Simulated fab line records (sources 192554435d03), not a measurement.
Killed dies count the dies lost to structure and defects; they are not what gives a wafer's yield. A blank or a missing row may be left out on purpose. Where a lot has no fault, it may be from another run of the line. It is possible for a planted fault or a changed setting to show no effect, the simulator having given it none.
Lot-split experiment :: flow n5-finfet :: 7 lots, 21 wafers read, on a route of 1938 steps

## THE SPLIT
At N5_BEOL_M8_ETCH_61 (etches SiARC in CF4, target depth 45.5 nm, time 75.8 s), the setting bias-w was moved away from the recipe's 36 W on 5 of the 21 wafers read, by -16.5% to +9.9%. The other wafers ran this setting at the recipe's value.

Reading taken at the split's own step.

## THE READING
rf-vpp-V, in V, at N5_BEOL_M8_ETCH_61 (etches SiARC in CF4, target depth 45.5 nm, time 75.8 s). A value of 184.5 V with a standard deviation of 1.2 V is what fault-free wafers of this fab line usually give.

wafer: L077.3
tool, chamber at the split: rie-diel-06, 1
bias-w as run, W: 36
against the recipe: recipe
rf-vpp-V, V: 185.6
against lot-mates on the recipe: -

wafer: L077.4
tool, chamber at the split: rie-diel-06, 0
bias-w as run, W: 36
against the recipe: recipe
rf-vpp-V, V: 184.0
against lot-mates on the recipe: -

wafer: L077.5
tool, chamber at the split: rie-diel-06, 0
bias-w as run, W: 39.56
against the recipe: +9.9%
rf-vpp-V, V: 196.3
against lot-mates on the recipe: +11.5

wafer: L079.1
tool, chamber at the split: rie-diel-05, 2
bias-w as run, W: 36
against the recipe: recipe
rf-vpp-V, V: 183.6
against lot-mates on the recipe: -

wafer: L079.3
tool, chamber at the split: rie-diel-05, 1
bias-w as run, W: 36
against the recipe: recipe
rf-vpp-V, V: 185.9
against lot-mates on the recipe: -

wafer: L079.5
tool, chamber at the split: rie-diel-05, 0
bias-w as run, W: 36
against the recipe: recipe
rf-vpp-V, V: 186.5
against lot-mates on the recipe: -

wafer: L080.2
tool, chamber at the split: rie-diel-04, 3
bias-w as run, W: 30.28
against the recipe: -15.9%
rf-vpp-V, V: 165.2
against lot-mates on the recipe: -19.7

wafer: L080.5
tool, chamber at the split: rie-diel-04, 0
bias-w as run, W: 36
against the recipe: recipe
rf-vpp-V, V: 185.2
against lot-mates on the recipe: -

wafer: L080.6
tool, chamber at the split: rie-diel-04, 3
bias-w as run, W: 36
against the recipe: recipe
rf-vpp-V, V: 184.5
against lot-mates on the recipe: -

wafer: L085.1
tool, chamber at the split: rie-diel-06, 3
bias-w as run, W: 30.05
against the recipe: -16.5%
rf-vpp-V, V: 166.0
against lot-mates on the recipe: -16.0

wafer: L085.5
tool, chamber at the split: rie-diel-06, 2
bias-w as run, W: 36
against the recipe: recipe
rf-vpp-V, V: 182.0
against lot-mates on the recipe: -

wafer: L085.6
tool, chamber at the split: rie-diel-06, 0
bias-w as run, W: 30.05
against the recipe: -16.5%
rf-vpp-V, V: 164.7
against lot-mates on the recipe: -17.3

wafer: L088.2
tool, chamber at the split: rie-diel-05, 0
bias-w as run, W: 36
against the recipe: recipe
rf-vpp-V, V: 185.1
against lot-mates on the recipe: -

wafer: L088.3
tool, chamber at the split: rie-diel-05, 2
bias-w as run, W: 32.88
against the recipe: -8.7%
rf-vpp-V, V: 173.4
against lot-mates on the recipe: -11.5

wafer: L088.6
tool, chamber at the split: rie-diel-05, 1
bias-w as run, W: 36
against the recipe: recipe
rf-vpp-V, V: 184.8
against lot-mates on the recipe: -

wafer: L092.1
tool, chamber at the split: rie-diel-04, 1
bias-w as run, W: 36
against the recipe: recipe
rf-vpp-V, V: 184.1
against lot-mates on the recipe: -

wafer: L092.2
tool, chamber at the split: rie-diel-04, 3
bias-w as run, W: 36
against the recipe: recipe
rf-vpp-V, V: 183.1
against lot-mates on the recipe: -

wafer: L092.3
tool, chamber at the split: rie-diel-04, 0
bias-w as run, W: 36
against the recipe: recipe
rf-vpp-V, V: 184.5
against lot-mates on the recipe: -

wafer: L095.1
tool, chamber at the split: rie-diel-05, 2
bias-w as run, W: 36
against the recipe: recipe
rf-vpp-V, V: 182.2
against lot-mates on the recipe: -

wafer: L095.3
tool, chamber at the split: rie-diel-05, 1
bias-w as run, W: 36
against the recipe: recipe
rf-vpp-V, V: 184.4
against lot-mates on the recipe: -

wafer: L095.6
tool, chamber at the split: rie-diel-05, 0
bias-w as run, W: 36
against the recipe: recipe
rf-vpp-V, V: 184.6
against lot-mates on the recipe: -

THE FIT
A straight line over all 21 wafers: rf-vpp-V changes by +1.18 V for each +1% of bias-w; r = +0.99; the points scatter about the line by 1.1 V.
The same after taking each lot's own level away (the mean of its wafers on the recipe; 21 wafers): +1.11 V for each +1%; r = +0.99; scatter 1.2 V.
That fit puts the effect of the largest move of bias-w on the reading at 18 V.
Measured against the standard deviation above, the lots' own levels, which go from 182.00 to 185.33 V, span 2.8 times it.
Consequently the slope shifts little with the lot-to-lot level, the two slopes agreeing.
Check: for one of the wafers moved furthest among these (-16.5%), held out of the fit, the line's prediction against its lot-mates is -19.2 V. Against them it came out at -16 V.
Tool readings at the split's step, against how far the setting was moved: etch-rf-on-time-s r = -0.83; rf-vpp-V r = +0.99.

## ADDITIONAL SPLITS CARRIED BY THESE WAFERS
Before the reading, these wafers also passed through other splits. Each is held against what the fit with the lots' levels taken away leaves over:
other split on the same wafers: N5_BEOL_M5_ETCH_41 source-w
wafers away from the commonest value: 7
r with rf-vpp-V (lot level and that fit taken away): -0.21

other split on the same wafers: N5_BEOL_M6_EXPOSE_25 dose-mj
wafers away from the commonest value: 4
r with rf-vpp-V (lot level and that fit taken away): +0.05

other split on the same wafers: N5_BEOL_M6_ETCH_66 bias-w
wafers away from the commonest value: 6
r with rf-vpp-V (lot level and that fit taken away): -0.10

other split on the same wafers: N5_BEOL_M6_TRENCH_ETCH_37 bias-w
wafers away from the commonest value: 10
r with rf-vpp-V (lot level and that fit taken away): +0.02

other split on the same wafers: N5_BEOL_M6_ETCH_41 time-s
wafers away from the commonest value: 8
r with rf-vpp-V (lot level and that fit taken away): -0.05

other split on the same wafers: N5_BEOL_M8_DEVELOP_10 develop-time-s
wafers away from the commonest value: 4
r with rf-vpp-V (lot level and that fit taken away): -0.08

## THE WHOLE CHAIN: every reading that the file lists as answering this split, in the file's order
step: N5_BEOL_M8_ETCH_61
what it does: etches SiARC in CF4, target depth 45.5 nm, time 75.8 s
reading: etch-rf-on-time-s
change (the file's fit): withheld for each +1% of the setting
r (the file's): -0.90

step: N5_BEOL_M8_ETCH_61
what it does: etches SiARC in CF4, target depth 45.5 nm, time 75.8 s
reading: rf-vpp-V
change (the file's fit): +1.15 V for each +1% of the setting
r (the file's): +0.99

## FILE'S OWN FIT
rf-vpp-V changes by +1.15 V for each +1% of bias-w, r = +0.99.
